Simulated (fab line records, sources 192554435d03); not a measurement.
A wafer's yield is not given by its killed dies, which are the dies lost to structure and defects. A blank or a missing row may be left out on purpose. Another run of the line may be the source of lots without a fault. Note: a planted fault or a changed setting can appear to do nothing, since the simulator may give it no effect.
The tool behind it: which one? / flow n5 finfet / 24 lots, 72 wafers sampled, at 6 steps of a route of 1938

== WHAT EACH GAUGE READ, for each wafer ==
Not one reading of a measure or inspect step in the record can be checked against a usual standard deviation.

== EACH LOT AND THE TOOL THAT RAN IT (in order: tool; ch and the chambers of the sampled wafers; start) ==
lot=L074; N5_BEOL_M10_CURE_71=uv cure-01 ch 2, day 10 02:42; N5_BEOL_M10_CURE_72=uv cure-01 ch 0, day 10 06:25; N5_BEOL_M10_ALD_74=ald metal-04 ch 1,2,3, day 10 07:43; N5_BEOL_M11_CURE_71=uv cure-01 ch 0, day 10 09:45; N5_BEOL_M11_HM_DEP_02=pvd sputter-02, day 10 11:59; N5_BEOL_M11_HM_OPEN_17=rie metal-03 ch 0,1, day 10 12:52
lot=L075; N5_BEOL_M10_CURE_71=uv cure-03 ch 0, day 10 08:46; N5_BEOL_M10_CURE_72=uv cure-03 ch 1, day 10 12:55; N5_BEOL_M10_ALD_74=ald metal-04 ch 0,1,3, day 10 13:36; N5_BEOL_M11_CURE_71=uv cure-01 ch 0, day 10 15:55; N5_BEOL_M11_HM_DEP_02=pvd sputter-03, day 10 17:41; N5_BEOL_M11_HM_OPEN_17=rie metal-03 ch 0,1, day 10 18:46
lot=L076; N5_BEOL_M10_CURE_71=uv cure-03 ch 0, day 10 20:59; N5_BEOL_M10_CURE_72=uv cure-01 ch 0, day 11 00:56; N5_BEOL_M10_ALD_74=ald metal-04 ch 0,3, day 11 01:34; N5_BEOL_M11_CURE_71=uv cure-01 ch 2, day 11 05:01; N5_BEOL_M11_HM_DEP_02=pvd sputter-03, day 11 07:01; N5_BEOL_M11_HM_OPEN_17=rie metal-01 ch 0,1, day 11 07:58
lot=L077; N5_BEOL_M10_CURE_71=uv cure-02 ch 0, day 11 04:50; N5_BEOL_M10_CURE_72=uv cure-03 ch 2, day 11 11:17; N5_BEOL_M10_ALD_74=ald metal-04 ch 0,1, day 11 11:58; N5_BEOL_M11_CURE_71=uv cure-01 ch 0, day 11 13:38; N5_BEOL_M11_HM_DEP_02=pvd sputter-03, day 11 16:36; N5_BEOL_M11_HM_OPEN_17=rie metal-01 ch 0,1, day 11 17:28
lot=L081; N5_BEOL_M10_CURE_71=uv cure-03 ch 2, day 11 05:01; N5_BEOL_M10_CURE_72=uv cure-02 ch 1, day 11 12:43; N5_BEOL_M10_ALD_74=ald metal-02 ch 0,1,3, day 11 13:11; N5_BEOL_M11_CURE_71=uv cure-03 ch 2, day 11 16:34; N5_BEOL_M11_HM_DEP_02=pvd sputter-01, day 11 20:22; N5_BEOL_M11_HM_OPEN_17=rie metal-01 ch 0,1, day 11 21:32
lot=L080; N5_BEOL_M10_CURE_71=uv cure-03 ch 0, day 11 06:39; N5_BEOL_M10_CURE_72=uv cure-01 ch 2, day 11 11:07; N5_BEOL_M10_ALD_74=ald metal-02 ch 0,1,3, day 11 11:44; N5_BEOL_M11_CURE_71=uv cure-02 ch 2, day 11 13:34; N5_BEOL_M11_HM_DEP_02=pvd sputter-03, day 11 16:30; N5_BEOL_M11_HM_OPEN_17=rie metal-03 ch 0,1, day 11 17:18
lot=L079; N5_BEOL_M10_CURE_71=uv cure-01 ch 1, day 11 06:43; N5_BEOL_M10_CURE_72=uv cure-01 ch 0, day 11 12:00; N5_BEOL_M10_ALD_74=ald metal-04 ch 1,2,3, day 11 12:29; N5_BEOL_M11_CURE_71=uv cure-01 ch 2, day 11 14:14; N5_BEOL_M11_HM_DEP_02=pvd sputter-03, day 11 17:01; N5_BEOL_M11_HM_OPEN_17=rie metal-02 ch 0,1, day 11 17:45
lot=L078; N5_BEOL_M10_CURE_71=uv cure-03 ch 1, day 11 13:17; N5_BEOL_M10_CURE_72=uv cure-01 ch 2, day 11 20:32; N5_BEOL_M10_ALD_74=ald metal-02 ch 0,1, day 11 21:22; N5_BEOL_M11_CURE_71=uv cure-02 ch 1, day 11 23:22; N5_BEOL_M11_HM_DEP_02=pvd sputter-01, day 12 00:40; N5_BEOL_M11_HM_OPEN_17=rie metal-01 ch 0,1, day 12 01:34
lot=L082; N5_BEOL_M10_CURE_71=uv cure-02 ch 2, day 11 19:44; N5_BEOL_M10_CURE_72=uv cure-03 ch 1, day 12 00:23; N5_BEOL_M10_ALD_74=ald metal-01 ch 0,2,3, day 12 01:20; N5_BEOL_M11_CURE_71=uv cure-03 ch 0, day 12 03:45; N5_BEOL_M11_HM_DEP_02=pvd sputter-02, day 12 06:39; N5_BEOL_M11_HM_OPEN_17=rie metal-01 ch 0,1, day 12 07:44
lot=L083; N5_BEOL_M10_CURE_71=uv cure-01 ch 2, day 12 03:30; N5_BEOL_M10_CURE_72=uv cure-01 ch 0, day 12 10:33; N5_BEOL_M10_ALD_74=ald metal-04 ch 0,1,2, day 12 11:26; N5_BEOL_M11_CURE_71=uv cure-02 ch 0, day 12 13:45; N5_BEOL_M11_HM_DEP_02=pvd sputter-02, day 12 15:07; N5_BEOL_M11_HM_OPEN_17=rie metal-01 ch 0,1, day 12 15:58
lot=L084; N5_BEOL_M10_CURE_71=uv cure-03 ch 0, day 12 13:21; N5_BEOL_M10_CURE_72=uv cure-02 ch 0, day 12 18:46; N5_BEOL_M10_ALD_74=ald metal-01 ch 1,2,3, day 12 19:15; N5_BEOL_M11_CURE_71=uv cure-01 ch 1, day 12 20:58; N5_BEOL_M11_HM_DEP_02=pvd sputter-03, day 12 22:25; N5_BEOL_M11_HM_OPEN_17=rie metal-02 ch 0,1, day 12 23:16
lot=L085; N5_BEOL_M10_CURE_71=uv cure-03 ch 0, day 13 05:13; N5_BEOL_M10_CURE_72=uv cure-01 ch 1, day 13 12:02; N5_BEOL_M10_ALD_74=ald metal-02 ch 0,1,2, day 13 12:26; N5_BEOL_M11_CURE_71=uv cure-03 ch 2, day 13 14:20; N5_BEOL_M11_HM_DEP_02=pvd sputter-02, day 13 15:38; N5_BEOL_M11_HM_OPEN_17=rie metal-02 ch 0,1, day 13 16:22
lot=L087; N5_BEOL_M10_CURE_71=uv cure-01 ch 1, day 13 05:59; N5_BEOL_M10_CURE_72=uv cure-01 ch 0, day 13 12:44; N5_BEOL_M10_ALD_74=ald metal-04 ch 0,1,3, day 13 13:05; N5_BEOL_M11_CURE_71=uv cure-01 ch 1, day 13 15:41; N5_BEOL_M11_HM_DEP_02=pvd sputter-01, day 13 17:04; N5_BEOL_M11_HM_OPEN_17=rie metal-01 ch 0,1, day 13 17:50
lot=L086; N5_BEOL_M10_CURE_71=uv cure-01 ch 1, day 13 14:35; N5_BEOL_M10_CURE_72=uv cure-01 ch 2, day 13 18:23; N5_BEOL_M10_ALD_74=ald metal-04 ch 0,1,2, day 13 19:08; N5_BEOL_M11_CURE_71=uv cure-03 ch 1, day 13 22:23; N5_BEOL_M11_HM_DEP_02=pvd sputter-02, day 14 00:02; N5_BEOL_M11_HM_OPEN_17=rie metal-03 ch 0,1, day 14 00:53
lot=L089; N5_BEOL_M10_CURE_71=uv cure-01 ch 1, day 13 15:56; N5_BEOL_M10_CURE_72=uv cure-03 ch 2, day 13 21:20; N5_BEOL_M10_ALD_74=ald metal-02 ch 0,1, day 13 21:47; N5_BEOL_M11_CURE_71=uv cure-02 ch 2, day 14 00:23; N5_BEOL_M11_HM_DEP_02=pvd sputter-01, day 14 01:08; N5_BEOL_M11_HM_OPEN_17=rie metal-03 ch 0,1, day 14 02:00
lot=L091; N5_BEOL_M10_CURE_71=uv cure-02 ch 0, day 13 18:38; N5_BEOL_M10_CURE_72=uv cure-02 ch 0, day 13 23:56; N5_BEOL_M10_ALD_74=ald metal-02 ch 0,1, day 14 00:32; N5_BEOL_M11_CURE_71=uv cure-01 ch 0, day 14 03:14; N5_BEOL_M11_HM_DEP_02=pvd sputter-01, day 14 04:22; N5_BEOL_M11_HM_OPEN_17=rie metal-02 ch 1, day 14 05:31
lot=L090; N5_BEOL_M10_CURE_71=uv cure-01 ch 2, day 13 22:22; N5_BEOL_M10_CURE_72=uv cure-03 ch 0, day 14 04:05; N5_BEOL_M10_ALD_74=ald metal-02 ch 0,1, day 14 04:40; N5_BEOL_M11_CURE_71=uv cure-03 ch 2, day 14 06:28; N5_BEOL_M11_HM_DEP_02=pvd sputter-02, day 14 08:07; N5_BEOL_M11_HM_OPEN_17=rie metal-02 ch 0,1, day 14 09:02
lot=L088; N5_BEOL_M10_CURE_71=uv cure-03 ch 0, day 14 00:20; N5_BEOL_M10_CURE_72=uv cure-01 ch 1, day 14 04:14; N5_BEOL_M10_ALD_74=ald metal-01 ch 0,1, day 14 04:47; N5_BEOL_M11_CURE_71=uv cure-02 ch 0, day 14 08:32; N5_BEOL_M11_HM_DEP_02=pvd sputter-01, day 14 09:14; N5_BEOL_M11_HM_OPEN_17=rie metal-01 ch 0,1, day 14 10:07
lot=L093; N5_BEOL_M10_CURE_71=uv cure-01 ch 0, day 14 06:42; N5_BEOL_M10_CURE_72=uv cure-03 ch 1, day 14 10:38; N5_BEOL_M10_ALD_74=ald metal-02 ch 0,1,2, day 14 12:20; N5_BEOL_M11_CURE_71=uv cure-03 ch 1, day 14 14:10; N5_BEOL_M11_HM_DEP_02=pvd sputter-02, day 14 15:28; N5_BEOL_M11_HM_OPEN_17=rie metal-01 ch 0,1, day 14 16:21
lot=L092; N5_BEOL_M10_CURE_71=uv cure-02 ch 1, day 14 18:14; N5_BEOL_M10_CURE_72=uv cure-03 ch 1, day 15 01:27; N5_BEOL_M10_ALD_74=ald metal-01 ch 0,1, day 15 01:56; N5_BEOL_M11_CURE_71=uv cure-01 ch 2, day 15 03:45; N5_BEOL_M11_HM_DEP_02=pvd sputter-03, day 15 07:23; N5_BEOL_M11_HM_OPEN_17=rie metal-02 ch 0,1, day 15 13:25
lot=L094; N5_BEOL_M10_CURE_71=uv cure-03 ch 2, day 15 00:44; N5_BEOL_M10_CURE_72=uv cure-02 ch 1, day 15 07:52; N5_BEOL_M10_ALD_74=ald metal-04 ch 1,3, day 15 08:29; N5_BEOL_M11_CURE_71=uv cure-02 ch 0, day 15 10:15; N5_BEOL_M11_HM_DEP_02=pvd sputter-01, day 15 12:32; N5_BEOL_M11_HM_OPEN_17=rie metal-03 ch 0, day 15 13:28
lot=L096; N5_BEOL_M10_CURE_71=uv cure-01 ch 2, day 15 23:56; N5_BEOL_M10_CURE_72=uv cure-02 ch 1, day 16 03:41; N5_BEOL_M10_ALD_74=ald metal-01 ch 0,2,3, day 16 04:37; N5_BEOL_M11_CURE_71=uv cure-02 ch 0, day 16 06:32; N5_BEOL_M11_HM_DEP_02=pvd sputter-02, day 16 08:21; N5_BEOL_M11_HM_OPEN_17=rie metal-02 ch 0,1, day 16 09:12
lot=L097; N5_BEOL_M10_CURE_71=uv cure-03 ch 1, day 16 01:33; N5_BEOL_M10_CURE_72=uv cure-01 ch 1, day 16 08:41; N5_BEOL_M10_ALD_74=ald metal-01 ch 1,2, day 16 09:15; N5_BEOL_M11_CURE_71=uv cure-03 ch 1, day 16 11:22; N5_BEOL_M11_HM_DEP_02=pvd sputter-02, day 16 12:38; N5_BEOL_M11_HM_OPEN_17=rie metal-02 ch 0,1, day 16 13:41
lot=L095; N5_BEOL_M10_CURE_71=uv cure-01 ch 2, day 16 01:54; N5_BEOL_M10_CURE_72=uv cure-01 ch 2, day 16 08:53; N5_BEOL_M10_ALD_74=ald metal-02 ch 1,2,3, day 16 09:21; N5_BEOL_M11_CURE_71=uv cure-02 ch 2, day 16 11:07; N5_BEOL_M11_HM_DEP_02=pvd sputter-02, day 16 12:29; N5_BEOL_M11_HM_OPEN_17=rie metal-03 ch 0,1, day 16 13:38
- N5_BEOL_M10_CURE_71: cures SiCOH lowk, time 240 s.
- N5_BEOL_M10_CURE_72: cures SiCOH lowk, time 120 s.
- N5_BEOL_M10_ALD_74: deposits TaN, target thk 2 nm, pulse time 2 s, purge time 3 s.
- N5_BEOL_M11_CURE_71: cures SiCOH lowk, time 240 s.
- N5_BEOL_M11_HM_DEP_02: deposits TiN, target thk 20 nm.
- N5_BEOL_M11_HM_OPEN_17: chemistry Cl2/BCl3, target TiN, target depth 20 nm, overetch 6 nm.

== AS READ BY THE TOOLS THEMSELVES (means over the sampled wafers that have a number; for cases with no such wafer, the mark the record gives instead) ==
N5_BEOL_M10_CURE_71. Usual: lamp power pct 52.32 %, standard deviation 0.057; wafer_temp_C_max 387.0, standard deviation 0.89.
lot=L074; tool=uv cure-01; lamp power pct (%)=52.34; wafer_temp_C_max=386.9; flag=
lot=L075; tool=uv cure-03; lamp power pct (%)=52.28; wafer_temp_C_max=386.5; flag=
lot=L076; tool=uv cure-03; lamp power pct (%)=52.24; wafer_temp_C_max=386.4; flag=
lot=L077; tool=uv cure-02; lamp power pct (%)=52.28; wafer_temp_C_max=386.8; flag=
lot=L081; tool=uv cure-03; lamp power pct (%)=52.38; wafer_temp_C_max=386.6; flag=
lot=L080; tool=uv cure-03; lamp power pct (%)=52.30; wafer_temp_C_max=386.0; flag=
lot=L079; tool=uv cure-01; lamp power pct (%)=52.30; wafer_temp_C_max=388.7; flag=
lot=L078; tool=uv cure-03; lamp power pct (%)=52.33; wafer_temp_C_max=386.9; flag=
lot=L082; tool=uv cure-02; lamp power pct (%)=52.33; wafer_temp_C_max=387.0; flag=
lot=L083; tool=uv cure-01; lamp power pct (%)=52.30; wafer_temp_C_max=387.0; flag=
lot=L084; tool=uv cure-03; lamp power pct (%)=52.30; wafer_temp_C_max=386.3; flag=
lot=L085; tool=uv cure-03; lamp power pct (%)=52.32; wafer_temp_C_max=386.8; flag=
lot=L087; tool=uv cure-01; lamp power pct (%)=52.31; wafer_temp_C_max=388.7; flag=
lot=L086; tool=uv cure-01; lamp power pct (%)=52.29; wafer_temp_C_max=388.3; flag=
lot=L089; tool=uv cure-01; lamp power pct (%)=52.38; wafer_temp_C_max=388.3; flag=
lot=L091; tool=uv cure-02; lamp power pct (%)=52.31; wafer_temp_C_max=386.5; flag=
lot=L090; tool=uv cure-01; lamp power pct (%)=52.32; wafer_temp_C_max=386.9; flag=
lot=L088; tool=uv cure-03; lamp power pct (%)=52.30; wafer_temp_C_max=386.6; flag=
lot=L093; tool=uv cure-01; lamp power pct (%)=52.30; wafer_temp_C_max=387.4; flag=
lot=L092; tool=uv cure-02; lamp power pct (%)=52.34; wafer_temp_C_max=387.5; flag=
lot=L094; tool=uv cure-03; lamp power pct (%)=52.37; wafer_temp_C_max=386.2; flag=
lot=L096; tool=uv cure-01; lamp power pct (%)=52.28; wafer_temp_C_max=386.1; flag=
lot=L097; tool=uv cure-03; lamp power pct (%)=52.33; wafer_temp_C_max=387.3; flag=
lot=L095; tool=uv cure-01; lamp power pct (%)=52.34; wafer_temp_C_max=386.4; flag=

N5_BEOL_M10_CURE_72. Usual: lamp power pct 52.31 %, standard deviation 0.056; wafer_temp_C_max 372.1, standard deviation 0.68.
lot=L074; tool=uv cure-01; lamp power pct (%)=52.35; wafer_temp_C_max=372.4; flag=
lot=L075; tool=uv cure-03; lamp power pct (%)=52.38; wafer_temp_C_max=372.2; flag=
lot=L076; tool=uv cure-01; lamp power pct (%)=52.34; wafer_temp_C_max=372.5; flag=
lot=L077; tool=uv cure-03; lamp power pct (%)=52.26; wafer_temp_C_max=371.3; flag=
lot=L081; tool=uv cure-02; lamp power pct (%)=52.29; wafer_temp_C_max=372.4; flag=
lot=L080; tool=uv cure-01; lamp power pct (%)=52.31; wafer_temp_C_max=371.1; flag=
lot=L079; tool=uv cure-01; lamp power pct (%)=52.33; wafer_temp_C_max=372.1; flag=
lot=L078; tool=uv cure-01; lamp power pct (%)=52.36; wafer_temp_C_max=371.9; flag=
lot=L082; tool=uv cure-03; lamp power pct (%)=52.22; wafer_temp_C_max=371.9; flag=
lot=L083; tool=uv cure-01; lamp power pct (%)=52.35; wafer_temp_C_max=372.4; flag=
lot=L084; tool=uv cure-02; lamp power pct (%)=52.30; wafer_temp_C_max=371.4; flag=
lot=L085; tool=uv cure-01; lamp power pct (%)=52.30; wafer_temp_C_max=373.0; flag=
lot=L087; tool=uv cure-01; lamp power pct (%)=52.30; wafer_temp_C_max=372.6; flag=
lot=L086; tool=uv cure-01; lamp power pct (%)=52.32; wafer_temp_C_max=371.8; flag=
lot=L089; tool=uv cure-03; lamp power pct (%)=52.29; wafer_temp_C_max=371.5; flag=
lot=L091; tool=uv cure-02; lamp power pct (%)=52.29; wafer_temp_C_max=372.0; flag=
lot=L090; tool=uv cure-03; lamp power pct (%)=52.32; wafer_temp_C_max=370.9; flag=
lot=L088; tool=uv cure-01; lamp power pct (%)=52.31; wafer_temp_C_max=372.9; flag=
lot=L093; tool=uv cure-03; lamp power pct (%)=52.34; wafer_temp_C_max=372.8; flag=
lot=L092; tool=uv cure-03; lamp power pct (%)=52.31; wafer_temp_C_max=372.5; flag=
lot=L094; tool=uv cure-02; lamp power pct (%)=52.23; wafer_temp_C_max=372.0; flag=
lot=L096; tool=uv cure-02; lamp power pct (%)=52.33; wafer_temp_C_max=372.7; flag=
lot=L097; tool=uv cure-01; lamp power pct (%)=52.29; wafer_temp_C_max=372.6; flag=
lot=L095; tool=uv cure-01; lamp power pct (%)=52.26; wafer_temp_C_max=371.2; flag=

N5_BEOL_M10_ALD_74. Usual: heater power w 419 W, standard deviation 35; precursor vessel pressure torr 26.25 Torr, standard deviation 0.05.
lot=L074; tool=ald metal-04; heater power w (W)=431; precursor vessel pressure torr (Torr)=26.23; flag=
lot=L075; tool=ald metal-04; heater power w (W)=420; precursor vessel pressure torr (Torr)=26.28; flag=
lot=L076; tool=ald metal-04; heater power w (W)=402; precursor vessel pressure torr (Torr)=26.27; flag=
lot=L077; tool=ald metal-04; heater power w (W)=409; precursor vessel pressure torr (Torr)=26.26; flag=
lot=L081; tool=ald metal-02; heater power w (W)=426; precursor vessel pressure torr (Torr)=26.22; flag=
lot=L080; tool=ald metal-02; heater power w (W)=436; precursor vessel pressure torr (Torr)=26.22; flag=
lot=L079; tool=ald metal-04; heater power w (W)=428; precursor vessel pressure torr (Torr)=26.27; flag=
lot=L078; tool=ald metal-02; heater power w (W)=422; precursor vessel pressure torr (Torr)=26.25; flag=
lot=L082; tool=ald metal-01; heater power w (W)=439; precursor vessel pressure torr (Torr)=26.28; flag=
lot=L083; tool=ald metal-04; heater power w (W)=422; precursor vessel pressure torr (Torr)=26.22; flag=
lot=L084; tool=ald metal-01; heater power w (W)=404; precursor vessel pressure torr (Torr)=26.20; flag=
lot=L085; tool=ald metal-02; heater power w (W)=429; precursor vessel pressure torr (Torr)=26.27; flag=
lot=L087; tool=ald metal-04; heater power w (W)=422; precursor vessel pressure torr (Torr)=26.23; flag=
lot=L086; tool=ald metal-04; heater power w (W)=416; precursor vessel pressure torr (Torr)=26.28; flag=
lot=L089; tool=ald metal-02; heater power w (W)=420; precursor vessel pressure torr (Torr)=26.23; flag=
lot=L091; tool=ald metal-02; heater power w (W)=414; precursor vessel pressure torr (Torr)=26.25; flag=
lot=L090; tool=ald metal-02; heater power w (W)=411; precursor vessel pressure torr (Torr)=26.22; flag=
lot=L088; tool=ald metal-01; heater power w (W)=391; precursor vessel pressure torr (Torr)=26.27; flag=
lot=L093; tool=ald metal-02; heater power w (W)=425; precursor vessel pressure torr (Torr)=26.17; flag=
lot=L092; tool=ald metal-01; heater power w (W)=366; precursor vessel pressure torr (Torr)=26.28; flag=
lot=L094; tool=ald metal-04; heater power w (W)=441; precursor vessel pressure torr (Torr)=26.21; flag=
lot=L096; tool=ald metal-01; heater power w (W)=432; precursor vessel pressure torr (Torr)=26.26; flag=
lot=L097; tool=ald metal-01; heater power w (W)=397; precursor vessel pressure torr (Torr)=26.29; flag=
lot=L095; tool=ald metal-02; heater power w (W)=430; precursor vessel pressure torr (Torr)=26.21; flag=

N5_BEOL_M11_CURE_71. Usual: lamp power pct 52.31 %, standard deviation 0.057; wafer_temp_C_max 387.1, standard deviation 0.75.
lot=L074; tool=uv cure-01; lamp power pct (%)=52.33; wafer_temp_C_max=387.2; flag=
lot=L075; tool=uv cure-01; lamp power pct (%)=52.32; wafer_temp_C_max=387.6; flag=
lot=L076; tool=uv cure-01; lamp power pct (%)=52.29; wafer_temp_C_max=386.6; flag=
lot=L077; tool=uv cure-01; lamp power pct (%)=52.31; wafer_temp_C_max=387.9; flag=
lot=L081; tool=uv cure-03; lamp power pct (%)=52.35; wafer_temp_C_max=386.2; flag=
lot=L080; tool=uv cure-02; lamp power pct (%)=52.33; wafer_temp_C_max=386.5; flag=
lot=L079; tool=uv cure-01; lamp power pct (%)=52.25; wafer_temp_C_max=386.4; flag=
lot=L078; tool=uv cure-02; lamp power pct (%)=52.34; wafer_temp_C_max=387.1; flag=
lot=L082; tool=uv cure-03; lamp power pct (%)=52.31; wafer_temp_C_max=386.1; flag=
lot=L083; tool=uv cure-02; lamp power pct (%)=52.33; wafer_temp_C_max=387.1; flag=
lot=L084; tool=uv cure-01; lamp power pct (%)=52.30; wafer_temp_C_max=388.0; flag=
lot=L085; tool=uv cure-03; lamp power pct (%)=52.30; wafer_temp_C_max=386.0; flag=
lot=L087; tool=uv cure-01; lamp power pct (%)=52.31; wafer_temp_C_max=388.0; flag=
lot=L086; tool=uv cure-03; lamp power pct (%)=52.36; wafer_temp_C_max=388.2; flag=
lot=L089; tool=uv cure-02; lamp power pct (%)=52.29; wafer_temp_C_max=387.1; flag=
lot=L091; tool=uv cure-01; lamp power pct (%)=52.36; wafer_temp_C_max=387.2; flag=
lot=L090; tool=uv cure-03; lamp power pct (%)=52.27; wafer_temp_C_max=387.0; flag=
lot=L088; tool=uv cure-02; lamp power pct (%)=52.30; wafer_temp_C_max=386.6; flag=
lot=L093; tool=uv cure-03; lamp power pct (%)=52.34; wafer_temp_C_max=387.4; flag=
lot=L092; tool=uv cure-01; lamp power pct (%)=52.30; wafer_temp_C_max=386.3; flag=
lot=L094; tool=uv cure-02; lamp power pct (%)=52.33; wafer_temp_C_max=387.0; flag=
lot=L096; tool=uv cure-02; lamp power pct (%)=52.25; wafer_temp_C_max=386.5; flag=
lot=L097; tool=uv cure-03; lamp power pct (%)=52.33; wafer_temp_C_max=387.3; flag=
lot=L095; tool=uv cure-02; lamp power pct (%)=52.38; wafer_temp_C_max=386.9; flag=

N5_BEOL_M11_HM_DEP_02. Usual: 30.4 % for throttle valve pct, sd 0.99.
lot=L074; tool=pvd sputter-02; throttle valve pct (%)=30.6; flag=
lot=L075; tool=pvd sputter-03; throttle valve pct (%)=30.3; flag=
lot=L076; tool=pvd sputter-03; throttle valve pct (%)=30.3; flag=
lot=L077; tool=pvd sputter-03; throttle valve pct (%)=30.0; flag=
lot=L081; tool=pvd sputter-01; throttle valve pct (%)=31.6; flag=
lot=L080; tool=pvd sputter-03; throttle valve pct (%)=30.2; flag=
lot=L079; tool=pvd sputter-03; throttle valve pct (%)=29.2; flag=
lot=L078; tool=pvd sputter-01; throttle valve pct (%)=30.3; flag=
lot=L082; tool=pvd sputter-02; throttle valve pct (%)=30.3; flag=
lot=L083; tool=pvd sputter-02; throttle valve pct (%)=30.0; flag=
lot=L084; tool=pvd sputter-03; throttle valve pct (%)=29.6; flag=
lot=L085; tool=pvd sputter-02; throttle valve pct (%)=30.3; flag=
lot=L087; tool=pvd sputter-01; throttle valve pct (%)=31.0; flag=
lot=L086; tool=pvd sputter-02; throttle valve pct (%)=30.1; flag=
lot=L089; tool=pvd sputter-01; throttle valve pct (%)=31.0; flag=
lot=L091; tool=pvd sputter-01; throttle valve pct (%)=30.6; flag=
lot=L090; tool=pvd sputter-02; throttle valve pct (%)=30.3; flag=
lot=L088; tool=pvd sputter-01; throttle valve pct (%)=30.8; flag=
lot=L093; tool=pvd sputter-02; throttle valve pct (%)=30.4; flag=
lot=L092; tool=pvd sputter-03; throttle valve pct (%)=28.7; flag=
lot=L094; tool=pvd sputter-01; throttle valve pct (%)=32.4; flag=
lot=L096; tool=pvd sputter-02; throttle valve pct (%)=30.2; flag=
lot=L097; tool=pvd sputter-02; throttle valve pct (%)=30.7; flag=
lot=L095; tool=pvd sputter-02; throttle valve pct (%)=30.0; flag=

N5_BEOL_M11_HM_OPEN_17. Usual: drypump motor current A 5.5 A, standard deviation 0.31; mfc ar sccm 25.02 sccm, standard deviation 0.067; oes product au 0.68 a.u., standard deviation 0.046; throttle valve pct 22.04 %, standard deviation 0.15.
lot=L074; tool=rie metal-03; drypump motor current A (A)=5.7; mfc ar sccm (sccm)=24.97; oes product au (a.u.)=0.67; throttle valve pct (%)=21.99; flag=
lot=L075; tool=rie metal-03; drypump motor current A (A)=5.7; mfc ar sccm (sccm)=25.05; oes product au (a.u.)=0.66; throttle valve pct (%)=21.99; flag=
lot=L076; tool=rie metal-01; drypump motor current A (A)=5.3; mfc ar sccm (sccm)=25.08; oes product au (a.u.)=0.71; throttle valve pct (%)=22.14; flag=
lot=L077; tool=rie metal-01; drypump motor current A (A)=5.3; mfc ar sccm (sccm)=24.99; oes product au (a.u.)=0.70; throttle valve pct (%)=22.14; flag=
lot=L081; tool=rie metal-01; drypump motor current A (A)=5.3; mfc ar sccm (sccm)=25.00; oes product au (a.u.)=0.70; throttle valve pct (%)=22.08; flag=
lot=L080; tool=rie metal-03; drypump motor current A (A)=5.4; mfc ar sccm (sccm)=25.01; oes product au (a.u.)=0.71; throttle valve pct (%)=21.90; flag=
lot=L079; tool=rie metal-02; drypump motor current A (A)=5.7; mfc ar sccm (sccm)=25.03; oes product au (a.u.)=0.71; throttle valve pct (%)=22.04; flag=
lot=L078; tool=rie metal-01; drypump motor current A (A)=5.2; mfc ar sccm (sccm)=25.06; oes product au (a.u.)=0.69; throttle valve pct (%)=22.16; flag=
lot=L082; tool=rie metal-01; drypump motor current A (A)=5.2; mfc ar sccm (sccm)=24.97; oes product au (a.u.)=0.69; throttle valve pct (%)=22.15; flag=
lot=L083; tool=rie metal-01; drypump motor current A (A)=5.3; mfc ar sccm (sccm)=24.99; oes product au (a.u.)=0.68; throttle valve pct (%)=22.17; flag=
lot=L084; tool=rie metal-02; drypump motor current A (A)=5.6; mfc ar sccm (sccm)=25.02; oes product au (a.u.)=0.67; throttle valve pct (%)=21.96; flag=
lot=L085; tool=rie metal-02; drypump motor current A (A)=5.7; mfc ar sccm (sccm)=25.05; oes product au (a.u.)=0.70; throttle valve pct (%)=22.05; flag=
lot=L087; tool=rie metal-01; drypump motor current A (A)=5.2; mfc ar sccm (sccm)=25.02; oes product au (a.u.)=0.69; throttle valve pct (%)=22.16; flag=
lot=L086; tool=rie metal-03; drypump motor current A (A)=5.4; mfc ar sccm (sccm)=24.96; oes product au (a.u.)=0.68; throttle valve pct (%)=21.94; flag=
lot=L089; tool=rie metal-03; drypump motor current A (A)=5.4; mfc ar sccm (sccm)=25.07; oes product au (a.u.)=0.68; throttle valve pct (%)=21.92; flag=
lot=L091; tool=rie metal-02; drypump motor current A (A)=5.8; mfc ar sccm (sccm)=24.99; oes product au (a.u.)=0.73; throttle valve pct (%)=22.17; flag=
lot=L090; tool=rie metal-02; drypump motor current A (A)=5.6; mfc ar sccm (sccm)=25.08; oes product au (a.u.)=0.67; throttle valve pct (%)=21.96; flag=
lot=L088; tool=rie metal-01; drypump motor current A (A)=5.3; mfc ar sccm (sccm)=25.09; oes product au (a.u.)=0.69; throttle valve pct (%)=22.08; flag=
lot=L093; tool=rie metal-01; drypump motor current A (A)=5.2; mfc ar sccm (sccm)=24.99; oes product au (a.u.)=0.67; throttle valve pct (%)=22.18; flag=
lot=L092; tool=rie metal-02; drypump motor current A (A)=5.6; mfc ar sccm (sccm)=24.98; oes product au (a.u.)=0.66; throttle valve pct (%)=21.96; flag=
lot=L094; tool=rie metal-03; drypump motor current A (A)=6.0; mfc ar sccm (sccm)=25.08; oes product au (a.u.)=0.60; throttle valve pct (%)=22.11; flag=
lot=L096; tool=rie metal-02; drypump motor current A (A)=5.7; mfc ar sccm (sccm)=24.94; oes product au (a.u.)=0.68; throttle valve pct (%)=22.07; flag=
lot=L097; tool=rie metal-02; drypump motor current A (A)=5.7; mfc ar sccm (sccm)=25.00; oes product au (a.u.)=0.68; throttle valve pct (%)=22.09; flag=
lot=L095; tool=rie metal-03; drypump motor current A (A)=5.7; mfc ar sccm (sccm)=25.00; oes product au (a.u.)=0.64; throttle valve pct (%)=22.03; flag=

== THE ANSWER, worked out from the rows above alone ==
Rule: a lot is off if the mean of its wafers that have a number lies more than 3 standard deviations from the usual mean. A lot without any number at a reading at which 4 lots or more have one is off too. The other lots that the step has rows for count as sound. The gauges are gone through in route order, then the tools' own readings, and for those a lot's mean is taken as printed above. At the first step where some lot is off, the reading lying furthest off is the one used; lots without a number count as furthest.
Nothing can be told from this: no lot is off at any reading shown.

== WHAT HAD BEEN PUT IN BY THE SIMULATOR ==
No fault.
